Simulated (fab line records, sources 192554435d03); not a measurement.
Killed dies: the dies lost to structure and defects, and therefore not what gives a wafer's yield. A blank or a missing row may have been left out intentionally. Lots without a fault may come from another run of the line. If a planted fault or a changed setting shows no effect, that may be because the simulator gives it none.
Matching of chambers | flow n5Finfet | N5_MIM_TOP_LITHO_DESCUM_10 on rieDiel-06 has 4 sister chambers
The step chemistry O2, time 7.9 s. 14 wafers are shown with their chamber, then 7 later ones without.

== EACH WAFER AND ITS CHAMBER ==
wafer  | chamber | drypumpMotorCurrentA (A) | showerheadPlenumPTorr (Torr) | throttleValvePct (%)
L076.2 | 1       | 5.9                      | 2.20                         | 20.29
L076.3 | 0       | 5.3                      | 2.12                         | 20.36
L076.6 | 0       | 5.3                      | 2.12                         | 20.36
L075.1 | 1       | 5.9                      | 2.20                         | 20.29
L075.4 | 0       | 5.2                      | 2.12                         | 20.35
L075.6 | 2       | 5.4                      | 2.15                         | 20.41
L083.1 | 3       | 4.9                      | 2.20                         | 20.60
L083.2 | 0       | 5.3                      | 2.11                         | 20.38
L083.3 | 1       | 5.9                      | 2.19                         | 20.34
L084.3 | 2       | 5.4                      | 2.14                         | 20.46
L084.4 | 1       | 5.9                      | 2.19                         | 20.31
L084.6 | 2       | 5.3                      | 2.14                         | 20.44
L094.3 | 2       | 5.4                      | 2.13                         | 20.49
L094.5 | 3       | 4.9                      | 2.19                         | 20.68

SIGNATURES (means of the wafers above)
reading               | chamber 0 | chamber 1 | chamber 2 | chamber 3 | scatter within a chamber
drypumpMotorCurrentA  | 5.275     | 5.900     | 5.375     | 4.900     | 0.0387
showerheadPlenumPTorr | 2.1175    | 2.1950    | 2.1400    | 2.1950    | 0.00652
throttleValvePct      | 20.3625   | 20.3075   | 20.4500   | 20.6400   | 0.0296
Rule: for each reading, subtract the chamber's mean from the wafer's reading, divide by that reading's scatter and square the result; add these up over the readings and take the root, which gives the wafer's distance from the chamber. If the next closest chamber is less than 2 further off than the closest, the wafer can't be placed; otherwise it belongs to the closest. The scatter: take each reading less its chamber's mean, square it, sum over the shown wafers, divide by the number of wafers less the number of chambers, and take the root.

== WAFERS WITH NO CHAMBER GIVEN ==
wafer  | drypumpMotorCurrentA (A) | showerheadPlenumPTorr (Torr) | throttleValvePct (%)
L094.6 | 5.4                      | 2.13                         | 20.50
L093.1 | 5.9                      | 2.18                         | 20.36
L093.3 | 5.2                      | 2.10                         | 20.41
L093.5 | 5.4                      | 2.13                         | 20.49
L097.1 | 5.3                      | 2.10                         | 20.43
L097.3 | 5.4                      | 2.13                         | 20.48
L097.4 | 5.0                      | 2.19                         | 20.66

== WHICH CHAMBER EACH WENT THROUGH ==
wafer  | from the rows above | in truth
L094.6 | 2                   | 2
L093.1 | 1                   | 1
L093.3 | 0                   | 0
L093.5 | 2                   | 2
L097.1 | 0                   | 0
L097.3 | 2                   | 2
L097.4 | 3                   | 3
Placed correctly: 7 of 7. Left unplaced by these rows: 0. Placed wrongly: 0.
